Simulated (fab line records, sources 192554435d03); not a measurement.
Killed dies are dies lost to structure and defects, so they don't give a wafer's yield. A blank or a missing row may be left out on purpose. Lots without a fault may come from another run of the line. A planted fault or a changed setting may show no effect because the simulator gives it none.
fab line records | flow n5_finfet
record lots=4 wafers=12 last_day=16
route steps=1938 shown BEOL_M4@1099 BEOL_M5@1112 BEOL_M11@1578 PASSIVATION@1936
lots that met no fault: from a run of the same line without faults
start_h: hours from the record's first day to the start of the lot's first wafer shown | wait_h: hours since the lot's step before | " the same as in the row above | L1.1+2: a row that stands for several wafers | - no value, or no start given | * or withheld: withheld | < > ~ a bound
route shown NAME@n: a module of which the file shows steps, and the number in the route of the first | usual: mean/standard deviation of fault-free wafers | same: alike in all rows | chamber/n: place in a boat | sites: the reading at each site | _std_site: their standard deviation | _edge_site: outer sites' mean less inner sites' | radius_mm: how far each site lies from the wafer's centre | mask NAME#n: copy n | behind: the tool/chamber that last shaped the wafer | hold: why the lot was held/for how many hours/how that ended | device: the transistor (n, p or np) that didn't switch | end of line: the same wafers' tests at the end of the route | a step without rows: its recipe alone | killed: dies lost to structure and defects at the first sort, not the wafer's yield | map: a wafer's dies, x killed, . not, _ none there
set.NAME: the setting as run; set.NAME@STEP: as run at that earlier step | model.NAME: the simulator's own value behind a step, which no gauge read
lots at some steps of the route; a table a step, a row a wafer
services: from which hour (start_h, from the record's first day; less than 0 if before it) a tool's chamber was out of use, for how many hours, and why
## steps
# step N5_BEOL_M4_ANNEAL_95
# recipe temp_c=400 time_s=240 ambient=vacuum
# step N5_BEOL_M4_SPUTTER_96
# recipe material=Cu target_thk_a=45 temp_c=-20 chamber_pressure_pa=0.07 power_w=withheld time_s=8.29
# step N5_BEOL_M4_ECD_50
# recipe material=Cu target_thk_a=3000
# step N5_BEOL_M4_ANNEAL_51
# recipe temp_c=225 time_s=90 ambient=N2
# step N5_BEOL_M4_CMP_52
# recipe stop_on=SiOC t_overpolish_s=6.8 down_force_psi=1 platen_rpm=50 clearing_platen_down_force_psi=1.5 clearing_platen_rpm=50 post_cmp_clean=cu_alkaline target_thk_nm=40 clearing_platen_pad_velocity_m_s=0.99484 pad_velocity_m_s=0.99484
# step N5_BEOL_M4_PRE_CLEAN_60
# recipe gas=NH3/H2 time_s=15 temp_c=* rf_power_w=300
# step N5_BEOL_M4_CO_CAP_55
# recipe material=Co target_thk_a=20 temp_c=200 precursor=CCTBA/H2 pressure_torr=30 time_s=102.1
# step N5_BEOL_M4_PRE_CLEAN_56
# recipe gas=NH3 time_s=15 temp_c=withheld rf_power_w=300
# step N5_BEOL_M4_DEP_57
# recipe material=SiCN target_thk_a=80 temp_c=withheld precursor=3MS/NH3 pressure_torr=3 rf_w=202 time_s=14
# step N5_BEOL_M4_RC_MEAS_101
# usual DIBL_N=36.2/1.6 DIBL_P=36.5/1.9 IOFF_N=0.158/0.027 IOFF_P=0.21/0.038 ION_N=675/12 ION_P=464/8.9 SS_N=71.5/0.61 SS_P=73.4/0.59 VT_N=250.4/3 VT_P=-250/3.6
# columns lot.wafer tool chamber start_h wait_h DIBL_N[mV/V] DIBL_P[mV/V] IOFF_N[nA/um] IOFF_P[nA/um] ION_N[uA/um] ION_P[uA/um] SS_N[mV/dec] SS_P[mV/dec] VT_N[mV] VT_P[mV]
L418.3 prober-02 0 193.09 0.3 39.2 39.1 0.198 0.24 683 466 71.0 74.4 244.1 -250
L418.4 " 0 " " 39.0 38.3 0.187 0.23 687 465 71.6 74.2 248.7 -252
L418.6 " 0 " " 37.2 36.7 0.147 0.21 673 463 71.1 73.5 250.7 -251
L424.1 prober-01 0 227.46 0.0 36.1 36.1 0.162 0.20 683 463 71.3 73.5 247.1 -251
L424.2 " 0 " " 36.6 36.7 0.168 0.20 682 462 71.3 73.3 247.3 -246
L424.4 " 0 " " 37.8 39.3 0.206 0.26 706 486 71.6 74.4 245.4 -246
L425.2 prober-02 0 251.92 0.2 37.5 36.8 0.179 0.19 681 457 71.9 73.6 247.8 -254
L425.5 " 0 " " 36.1 36.3 0.158 0.19 672 458 71.3 73.7 247.3 -254
L425.6 " 0 " " 38.3 38.2 0.206 0.22 679 458 71.7 73.7 246.7 -253
L431.4 prober-01 0 281.71 0.5 37.5 38.3 0.174 0.26 692 475 71.1 74.4 245.8 -245
L431.5 " 0 " " 37.9 38.2 0.169 0.25 690 481 71.9 73.6 249.3 -247
L431.6 " 0 " " 35.0 35.0 0.132 0.20 672 461 71.0 72.5 254.3 -248
# step N5_BEOL_M5_ILD_DEP_00
# recipe material=SiCOH_lowk target_thk_a=1406.4 temp_c=300 precursor=DEMS/porogen pressure_torr=5 rf_w=500 time_s=25.9
# step N5_BEOL_M5_CURE_79
# recipe temp_c=385 time_s=240 ambient=He/Ar material=SiCOH_lowk
# step N5_BEOL_M5_PECVD_70
# recipe material=SiO2 target_thk_a=160 temp_c=400 precursor=TEOS/O2 pressure_torr=5.5 rf_w=450 teos_flow_sccm=53.8 gas=O2 flow_sccm=3000 time_s=18
# step N5_BEOL_M5_HM_DEP_02
# recipe material=TiN target_thk_a=200 temp_c=25 chamber_pressure_pa=0.49996
# step N5_BEOL_M5_COAT_59
# recipe resist=SOC temp_c=250 time_s=60 spin_rpm=1500 resist_thk_nm=60
# step N5_BEOL_M5_COAT_60
# recipe resist=SiARC temp_c=220 time_s=60 spin_rpm=1500 resist_thk_nm=12
# step N5_BEOL_M5_COAT_71
# recipe resist=underlayer temp_c=205 time_s=60 spin_rpm=1500 resist_thk_nm=5
# step N5_BEOL_M5_COAT_05
# recipe resist=CAR-EUV spin_rpm=1500 resist_thk_nm=30
# step N5_BEOL_M5_EBR_07
# recipe solvent=PGMEA ebr_width_mm=1.5
# step N5_BEOL_M5_SOFTBAKE_06
# recipe temp_c=110 time_s=60 resist=CAR-EUV
# step N5_BEOL_M5_EXPOSE_08
# recipe mask_id=M5 na=0.33 source_shape=annular sigma_inner=0.4 sigma_outer=0.8 polarization=unpolarized target_cd_nm=28 dose_mj=35.75
# step N5_BEOL_M5_PEB_09
# recipe peb_temp_c=100 peb_time_s=60 resist=CAR-EUV
# step N5_BEOL_M5_DEVELOP_10
# recipe develop_time_s=30 developer=TMAH resist=CAR-EUV rinse_liquid=surfactant_rinse dry=air_spin dev_temp_c=23
# step N5_BEOL_M5_DESCUM_16
# recipe chemistry=O2 time_s=7 source_power_w=50 bias_power_w=20 pressure_mtorr=20 rf_frequency_hz=2.712e+07 temp_c=40 resist=CAR-EUV o2_flow_sccm=225
# step N5_BEOL_M5_ETCH_72
# recipe chemistry=N2/H2 target=underlayer target_depth_a=65 mask_material=CAR-EUV time_s=5.2 ion_energy_ev=200 pressure_mtorr=30 source_w=840 bias_w=150 n2_flow_sccm=200 h2_flow_sccm=200 ends=cleared
# step N5_BEOL_M5_ETCH_61
# recipe chemistry=CF4 target=SiARC target_depth_a=156 mask_material=CAR-EUV time_s=26 ion_energy_ev=80 pressure_mtorr=40 source_w=545 bias_w=36 Ar_flow_sccm=100 cf4_flow_sccm=100 ends=cleared
# step N5_BEOL_M5_ETCH_62
# recipe chemistry=N2/H2 target=SOC target_depth_a=750 overetch_a=150 mask_material=SiARC temp_c=40 time_s=112.5 ion_energy_ev=200 pressure_mtorr=30 source_w=840 bias_w=150 n2_flow_sccm=200 h2_flow_sccm=200
# step N5_BEOL_M5_STRIP_63
# recipe chemistry=N2/H2 temp_c=40 n2_flow_sccm=200 h2_flow_sccm=200 rf_frequency_hz=6e+07
# step N5_BEOL_M5_STRIP_73
# recipe chemistry=N2/H2 temp_c=40 n2_flow_sccm=200 h2_flow_sccm=200 rf_frequency_hz=6e+07
# step N5_BEOL_M5_STRIP_64
# recipe chemistry=CF4 resist=SiARC power_w=300 bias_power_w=75 pressure_mtorr=50 cf4_flow_sccm=150 rf_frequency_hz=6e+07
# step N5_BEOL_M5_HM_OPEN_17
# recipe chemistry=Cl2/BCl3 target_depth_a=200 overetch_a=60 target=TiN mask_material=SOC ion_energy_ev=150 pressure_mtorr=10 icp_w=1000 bias_w=126 Cl2_flow_sccm=53.25 bcl3_flow_sccm=21.75 Ar_flow_sccm=25
# step N5_BEOL_M5_STRIP_19
# recipe chemistry=O2 power_w=400 temp_c=40 pressure_mtorr=30 rf_frequency_hz=6e+07 bias_power_w=0 overash_fraction=0.2 o2_flow_sccm=225
# step N5_BEOL_M5_COAT_65
# recipe resist=SOC temp_c=250 time_s=60 spin_rpm=1500 resist_thk_nm=60
# step N5_BEOL_M5_COAT_66
# recipe resist=SiARC temp_c=220 time_s=60 spin_rpm=1500 resist_thk_nm=12
# step N5_BEOL_M11_TRENCH_ETCH_37
# recipe chemistry=C4F6/O2 target_depth_a=1488.3 target=SiCOH_lowk time_s=48 ion_energy_ev=250 pressure_mtorr=30 source_w=345 bias_w=185 Ar_flow_sccm=300 C4F6_flow_sccm=10 O2_flow_sccm=10
# usual bias_w=184.9/0.59 chamber_pressure_mTorr=30.003/0.028 drypump_motor_current_A=5.7/0.57 oes_product_au=0.80/0.086 rf_vpp_V=668/18 showerhead_plenum_p_Torr=2.84/0.08 throttle_valve_pct=20.87/0.25
# columns lot.wafer tool chamber start_h wait_h bias_w chamber_pressure_mTorr drypump_motor_current_A oes_product_au rf_hours_counter_h rf_vpp_V showerhead_plenum_p_Torr throttle_valve_pct model.BEOL_M11.feature_depth_nm model.etch.depth_nm model.TiN_of_BEOL_M11_HM_DEP_02.thk_nm
L418.3 rie_diel-06 3 259.80 - 184.7 29.999 5.7 0.78 126 701 2.96 20.85 150.2 150.2 15.4
L418.4 " 1 " " 185.3 29.965 5.1 0.70 236 641 2.81 20.97 144.8 144.7 15.6
L418.6 " 0 " " 184.3 29.987 6.3 0.74 - 668 2.72 21.16 145.6 145.6 15.4
L424.1 rie_diel-06 2 290.83 - 185.4 30.024 5.0 0.85 63 674 2.78 20.50 149 149 16
L424.2 " 3 " " 185.3 29.989 5.7 1.11 134 702 2.96 21.00 255.2 255.3 13
L424.4 " 3 " " 184.7 30.015 5.7 1.10 - 703 2.96 20.99 253.2 253.1 12.8
L425.2 rie_diel-06 2 319.71 - 184.6 29.988 5.0 1.22 75 676 2.77 20.67 259.4 259.5 12.2
L425.5 " 0 " " 184.9 30.034 6.2 0.72 - 668 2.71 21.18 145.2 145.3 15.4
L425.6 " 2 " " 185.4 30.009 4.9 1.21 - 675 2.77 20.66 256.6 256.5 12.4
L431.4 rie_diel-03 2 345.83 - 185.4 30.024 6.6 0.88 32 669 2.80 20.92 154.6 154.6 15.8
L431.5 " 0 " " 186.0 29.999 6.5 0.89 - 685 2.88 20.50 153 153 15.6
L431.6 " 1 " " 185.1 30.007 5.7 0.83 - 657 2.87 20.69 147 147 16
# step N5_BEOL_M11_OCD_MEAS_38
# usual trench_depth_nm=149.2/3
# columns lot.wafer tool chamber start_h wait_h trench_depth_nm
L418.3 ocd-02 - 259.99 - 149.5
L418.4 " - " " 144.9
L418.6 " - " " 145.2
L424.1 ocd-01 - 291.01 - 148.9
L424.2 " - " " 255.2
L424.4 " - " " 253.7
L425.2 ocd-01 - 319.89 - 259.8
L425.5 " - " " 145.1
L425.6 " - " " 256.5
L431.4 ocd-01 - 346.02 - 154.6
L431.5 " - " " 152.8
L431.6 " - " " 146.7
# step N5_BEOL_M11_CMP_52
# recipe stop_on=SiCOH_lowk t_overpolish_s=7 down_force_psi=1 platen_rpm=50 clearing_platen_down_force_psi=1.5 clearing_platen_rpm=50 post_cmp_clean=cu_alkaline target_thk_nm=140 clearing_platen_pad_velocity_m_s=0.99484 pad_velocity_m_s=0.99484
# usual head_pressure_psi=0.9999/0.0022 motor_current_A=6.2/0.52
# columns lot.wafer tool chamber start_h wait_h head_pressure_psi motor_current_A model.Cu_of_BEOL_M11_ECD_50.thk_nm
L418.3 cmp-03 1 264.19 0.3 1.0009 5.5 141.6
L418.4 " 2 " " 1.0023 6.9 136
L418.6 " 0 " " 1.0017 6.1 137.2
L424.2 cmp-03 3 293.05 0.2 1.0007 6.4 244
L424.1 " 1 " " 0.9994 5.3 139
L424.4 " 2 " " 1.0009 7.2 242
L425.2 cmp-01 1 322.71 0.2 0.9966 5.4 250.2
L425.5 " 0 " " 0.9934 6.6 133.6
L425.6 " 1 " " 0.9988 5.5 247
L431.4 cmp-03 1 349.33 0.2 0.9985 5.0 145.6
L431.6 " 0 " " 0.9989 6.0 139.4
L431.5 " 1 " " 0.9986 5.3 142.4
# step N5_BEOL_M11_THK_MEAS_53
# recipe thk_meas_gauge=xrf reads=Cu_of_BEOL_M11_ECD_50
# usual M11_THK=142/3.4
# columns lot.wafer tool chamber start_h wait_h M11_THK[nm]
L418.3 film_metro-02 - 264.45 - 142
L418.4 " - " " 136
L418.6 " - " " 137
L424.1 film_metro-01 - 293.35 - 142
L424.2 " - " " 250
L424.4 " - " " 248
L425.2 film_metro-02 - 322.97 - 255
L425.5 " - " " 136
L425.6 " - " " 251
L431.4 film_metro-02 - 349.59 - 147
L431.5 " - " " 145
L431.6 " - " " 141
# step N5_BEOL_M11_RS_MEAS_57
# recipe thk_meas_gauge=four-point-probe reads=Cu_of_BEOL_M11_ECD_50+Co_of_BEOL_M11_CVD_75+TaN_of_BEOL_M11_ALD_74
# usual M11_RS=0.151/0.0039
# columns lot.wafer tool chamber start_h wait_h M11_RS[ohm/sq]
L418.3 film_metro-02 - 264.58 0.0 0.149
L418.4 " - " " 0.156
L418.6 " - " " 0.154
L424.1 film_metro-02 - 293.47 0.0 0.152
L424.2 " - " " 0.083
L424.4 " - " " 0.084
L425.2 film_metro-01 - 323.09 0.0 0.081
L425.5 " - " " 0.159
L425.6 " - " " 0.082
L431.4 film_metro-01 - 349.71 0.0 0.145
L431.5 " - " " 0.148
L431.6 " - " " 0.152
# step N5_PASSIVATION_PROBE_49
# usual defect_limited_yield=91.3/1.7 killed_at_M0_to_M3=33/11 killed_at_M4_up=14/5.5 killed_at_contacts=13/6.5 killed_at_front_end=39/13 killed_at_other=3.4/2.9 killed_dies=103/20 killed_on_rim=14/4.3 killed_open=69/15 killed_short=32/8.1 sort_bin_5_function=5.1/1.1 sort_bin_6_memory=3.3/0.74 sort_n_pass=1077/20 sort_yield_pct=91.3/1.7
# same gross_dies=1180 killed_at_back_side=0 sort_bin_4_leakage[%]=0 sort_bin_8_speed[%]=0
# columns lot.wafer tool chamber start_h wait_h defect_limited_yield[%] killed_at_M0_to_M3 killed_at_M4_up killed_at_contacts killed_at_front_end killed_at_other killed_dies killed_on_rim killed_open killed_short sort_bin_5_function[%] sort_bin_6_memory[%] sort_n_pass sort_yield_pct[%]
L418.3 prober-02 - 313.58 0.1 89.6 56 9 8 47 3 123 16 88 32 5.3 5.0 1057 89.6
L418.4 prober-02 - 313.63 0.2 92.8 35 11 8 29 2 85 7 56 28 4.3 2.4 1095 92.8
L418.6 prober-02 - 313.73 0.3 90.3 25 9 15 60 5 114 16 80 31 6.2 3.4 1066 90.3
L424.2 prober-01 - 335.80 0.1 8.6 54 977 5 41 1 1078 139 62 46 6.3 2.7 102 8.6
L424.4 prober-01 - 335.90 0.2 28.1 51 743 16 36 2 848 111 79 36 6.1 3.4 332 28.1
L425.2 prober-02 - 362.79 0.1 7.5 31 1011 12 36 1 1091 136 70 24 4.7 3.1 89 7.5
L425.6 prober-02 - 362.99 0.3 28.8 49 739 31 19 2 840 117 65 41 4.7 3.8 340 28.8
# killed by level:class
L418.3 STI_FIN_REVEAL:geometric_particle:open=20 BEOL_M0_SAQP:geometric_particle:open=15 FIN_SAQP:geometric_particle:open=8 BEOL_M0_SAQP:geometric_particle:short=8 FIN_SAQP:geometric_particle:short=7 BEOL_M3:geometric_particle:open=7 BEOL_M0:geometric_particle:open=7 MOL_CONTACT_COAG:geometric_particle:open=6
L418.4 STI_FIN_REVEAL:geometric_particle:open=11 BEOL_M0_SAQP:geometric_particle:short=10 BEOL_M0_SAQP:geometric_particle:open=9 BEOL_M1:geometric_particle:open=9 MOL_CONTACT_COAG:geometric_particle:open=8 FIN_SAQP:geometric_particle:short=5 BEOL_M4:geometric_particle:open=4 BEOL_M3:geometric_particle:open=3
L418.6 STI_FIN_REVEAL:geometric_particle:open=23 FIN_SAQP:geometric_particle:open=11 MOL_CONTACT_COAG:geometric_particle:open=11 FIN_SAQP:geometric_particle:short=9 BEOL_M0_SAQP:geometric_particle:open=8 BEOL_M0_SAQP:geometric_particle:short=6 BEOL_M2:geometric_particle:open=5 DUMMY_GATE:geometric_particle:open=4
L424.2 BEOL_M11:area_etch=969 BEOL_M0_SAQP:geometric_particle:short=16 BEOL_M0_SAQP:geometric_particle:open=15 FIN_SAQP:geometric_particle:open=10 BEOL_M3:geometric_particle:short=9 DUMMY_GATE:geometric_particle:open=7 BEOL_M1:geometric_particle:open=5 STARTING-WAFER:geometric_particle:short=5
L424.4 BEOL_M11:area_etch=730 BEOL_M1:geometric_particle:open=16 MOL_CONTACT_COAG:geometric_particle:open=14 BEOL_M0_SAQP:geometric_particle:open=11 DUMMY_GATE:geometric_particle:open=10 BEOL_M0_SAQP:geometric_particle:short=10 STI_FIN_REVEAL:geometric_particle:open=5 BEOL_M4:geometric_particle:open=5
L425.2 BEOL_M11:area_etch=996 FIN_SAQP:geometric_particle:open=15 MOL_CONTACT_COAG:geometric_particle:open=11 BEOL_M0_SAQP:geometric_particle:open=8 BEOL_M1:geometric_particle:open=7 FIN_SAQP:geometric_particle:short=5 BEOL_M0_SAQP:geometric_particle:short=5 BEOL_M3:geometric_particle:open=5
L425.6 BEOL_M11:area_etch=733 MOL_CONTACT_COAG:geometric_particle:open=20 MOL_CONTACT_COAG:geometric_particle:short=11 BEOL_M2:geometric_particle:open=11 BEOL_M0_SAQP:geometric_particle:short=9 BEOL_M1:geometric_particle:open=9 BEOL_M0_SAQP:geometric_particle:open=8 BEOL_M1:geometric_particle:short=6
# map L424.2 (x killed, . not)
_________________x.xxxxxx.xxx________________
______________xx.xxxxxx.xxxxxxxx_____________
___________.xxxxxxxxxxxxxxxxx.x.xxx__________
__________xxxxxxxxxxx.xxxxxxxx..xxxx_________
________xxxxxxxxxxx..xxxxx..xxxxxxxxxx_______
_______...xxxxxxxxxxxx.xxxxxxxxxxxx.xxx______
______xxxxxxxxxxxxxxxx.xxxxxxxxxx.xxxxxx_____
_____xxxxxxxxxxxxxxxxxxxxxxx.xxxxxxxxxxxx____
____.xxxxxxxxxxx.xxxxxxxxxxxxxxxxxxxxx.xxx___
___xxxx.xxxxxxxxxxx.xxxxxxxxxxxxxxxx.xxxxxx__
___..xxxx.xxxx.xxxx.xxxxxxxxxxxxxxxxxxxxxxx__
__xxxxxxxxxxxx.xxxxxxx.x.xx.xxxxxxxxxxxxxxxx_
__xxxxxxxxxxxxxxxxxxxxxxxxxxxxxxxxxxxxxxxxxx_
_xxxxxxxxxxxxxxxxxxxxxxxx.xxxxxxxx.xxxxxxxxxx
_xxxx.xxxx.xxxxxxxxxxxxxxxxxx.xxxxxxx.xxxxxxx
_xxxxxxxxxxxxxxxxxxxxxxx.x.xxxxxxx.xx.xxxxxxx
_xxxxxxx.xxx..x.xxxxxxxx.xxxxxxxxxxxxxx..xxxx
_xxxx.x.xxx.xxxxxxxxxxxxxxxxxxxxxxxxxxxxxxxxx
_xxxxxxxxxxxxxxxxxxxxxxxxxxxxxxxxxxxxxxxxxxxx
_xxxxxxxxxxxxxxxxxxxxxx.xxxxx.xxxxxxxxxxxxxxx
_xxxxxxxxxx.xxx.xxxxxx.xxxxx.xxxxx.xxxxxx.xxx
__xxxx.xxxxxxxx.xxxx.xxx.xxxxxxxxxxxxxxxxxxx_
__xxxxxxxxx.xx.xxxxxx.xxxxxxxxx.xxxxx..xx.xx_
___xxxxx.xxx.xx.xxxxxxxxxxxx.xxxxxxxxxxxxxx__
___.x.xxxxxxxxxxxxxxxxxxxxxxxxxxxxxxxxxxxxx__
____xxxxxxxx.xxxxxxxxxxxxxxxxxxxxxxxxx.xxx___
_____xxxxxxxxxxxx.xxxxxxxx.xxxxxxxxxxxxxx____
______xxxxxxxxxxxxxxxxx.xxxxxxxxxxxxxxxx_____
_______xxxxxxxxxx.xxxxxxxxxxxxxx.xx.xxx______
________xxxxxxxx.x.x.xx.xxxxxxxxxxxxxx_______
__________x.xxxxxxxxxxxxxxxx.xxxxx.x_________
___________xxxxxx.xxxx.xxx.x.xxxxxx__________
______________xxxxxxxxxxxxxxxx.x_____________
_________________xxxxxxxxxxxx________________
# map L425.2 (x killed, . not)
_________________xxxx.xxxxxxx________________
______________xxxxxx.xxxxxxxx..x_____________
___________xxxxxxxxxxxxxxx.xxxxxx.x__________
__________xxxxxxxxx.x..xxxxxxx.xxxxx_________
________x.xxxxxxxxx.x.xxxxxxxxxxxxxxxx_______
_______xxxxxxxxxxxxxxxxxxxxx.xxxxxxxxxx______
______xxxxx.xxxxxxxxxxxxxxx.xxxxxxxxxxxx_____
_____xxxxxxxxxxxxxxxx.xxxxxxxxxx.xxxxxxxx____
____xxxxxxxxxxxxxxxxxxxxxx.xxxx.xxxxxxxxxx___
___xxxxxxxxxxx.xxxxxxxxx.xxxx.xxxxxxxxxx.xx__
___xxxxxxxxxxxxxxxxxxxxxxxxxxxxxxxxxxxxxxxx__
__.x.xxxxxx.xxxxxxxxxxxxxxxxxxxxxxxx.xxxx..x_
__xxxx.xxxxxxxx.xxxxxxxxxxxxx.xxxxxxxx.xxxx._
_xxxxxxxxxx.xxxxxxx.xxxxxxxxxxxxxxxxxxxx..xxx
_.xxxxxxxxxxxxxxxxx.xxxxxxxxxxxxxxxxxxxxxxxxx
_xxxxxxxxxx.xxxxx.xxxxx.xxxxxxxxxxxxxxxxxxxxx
_xxxxxxxxxxxxxxxxxxxxxxxx.xxxxxxxxxxxxxxxxxxx
_xxxxxxxxxxx.xxxxxx.xxxxxxxxx.xxxx.xxxxxxxxxx
_xxxx.xxxxxxxxxxxxxxxxxxxxxxxxxxxxxxxxx.xxxxx
_xxxxxxxxxxx.xxxx.xxxxxxxxxx.xxxxxxxxxxxxxxxx
_xxxxxxxxxxx.xxxxxxxxxxxxxxx.xxxxxxxxxxxxxxxx
__xxxxxxxxxx.xxxxxxxxx.x.xxxxxxxxxxxx.xxxxxx_
__xxxxxxxxxxxxx..xxx.xxxxxxxxxxxxx.xxxx.xxxx_
___xx.xxxx.xxxxxxxxxxxxxx.xxxxxxxxxxxxxxxxx__
___xxxx.xxxxxxxxxxxxxxxxxx.xxxxxxxxxxxxxx.x__
____xxxxxxxxxxxxxxxxxxxxxxxxxxxxxxxxxxxxxx___
_____xxxxxxxxxxx.xxxxx.xxxxxxxxxxxxxxxxxx____
______xxxxxxxx..xxxxxxxxxxxxxxxxxxxxxxxx_____
_______x.xxxxxxxxxxx.xxxxxxxxxxxxxxxxxx______
________xx.xxxxxxxxx.xxxx.xxxxxxxx..xx_______
__________xx.xx.xx.xxxxxxxxxxxxxxxxx_________
___________.xxxxxxxxxxxxxxxxxxxxx.x__________
______________xxxxxxxxxx.xxxxx.x_____________
_________________xxxxxxxxxxxx________________
## services
# columns tool chamber start_h hours kind
cmp-01 - 239.72 3.3 repair
cmp-01 - 258.12 0.5 repair
rie_diel-03 2 266.47 4.2 repair
rie_diel-06 1 290.13 8.6 repair
rie_diel-03 3 303.82 - clean
rie_diel-03 3 303.82 - consumable_replace:focus_ring
rie_diel-03 3 303.82 16.7 scheduled_down
rie_diel-03 3 303.82 16.7 vent_cycle
cmp-03 - 310.97 5.6 repair
rie_diel-06 1 312.47 - clean
rie_diel-06 1 312.47 - consumable_replace:focus_ring
rie_diel-06 1 312.47 21.9 scheduled_down
rie_diel-06 1 312.47 21.9 vent_cycle
cmp-01 - 313.93 3.7 pm
cmp-03 - 336.76 1.6 repair
## key
first_sign step=N5_BEOL_M11_TRENCH_ETCH_37 reading=oes_product_au direction=up sigmas=4.2 usual=0.80 struck=1.16
effect step=N5_BEOL_M11_OCD_MEAS_38 reading=trench_depth_nm direction=up sigmas=36 usual=149.2 struck=256.3
effect step=N5_BEOL_M11_THK_MEAS_53 reading=M11_THK direction=up sigmas=32 usual=142 struck=251
effect step=N5_BEOL_M11_RS_MEAS_57 reading=M11_RS direction=down sigmas=18 usual=0.151 struck=0.082
effect step=N5_PASSIVATION_PROBE_49 reading=killed_at_M4_up direction=up sigmas=99+ usual=14 struck=868
model_effect step=N5_BEOL_M11_TRENCH_ETCH_37 value=BEOL_M11.feature_depth_nm without=150.2 struck=256.1
model_effect step=N5_BEOL_M11_CMP_52 value=Cu_of_BEOL_M11_ECD_50.thk_nm without=139.9 struck=245.8
more_kills_born_at N5_BEOL_M11_TRENCH_ETCH_37@rie_diel-06=3428
met_at N5_BEOL_M11_TRENCH_ETCH_37
struck_wafers L424.2,L424.4,L425.2,L425.6
later_rows_left_out L424.2,L424.4,L425.2,L425.6
onset_between 259.80 290.83
fault kind=process_parameter_drift tool=rie_diel-06 chamber=- onset_h=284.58 steps=N5_BEOL_M11_TRENCH_ETCH_37 channel=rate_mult offset=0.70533 shape=step end_h=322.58 scope=struck_wafers_only
# later_rows_left_out: the simulator's readings of these wafers behind a module that went badly wrong aren't trusted and aren't shown, but for the sort
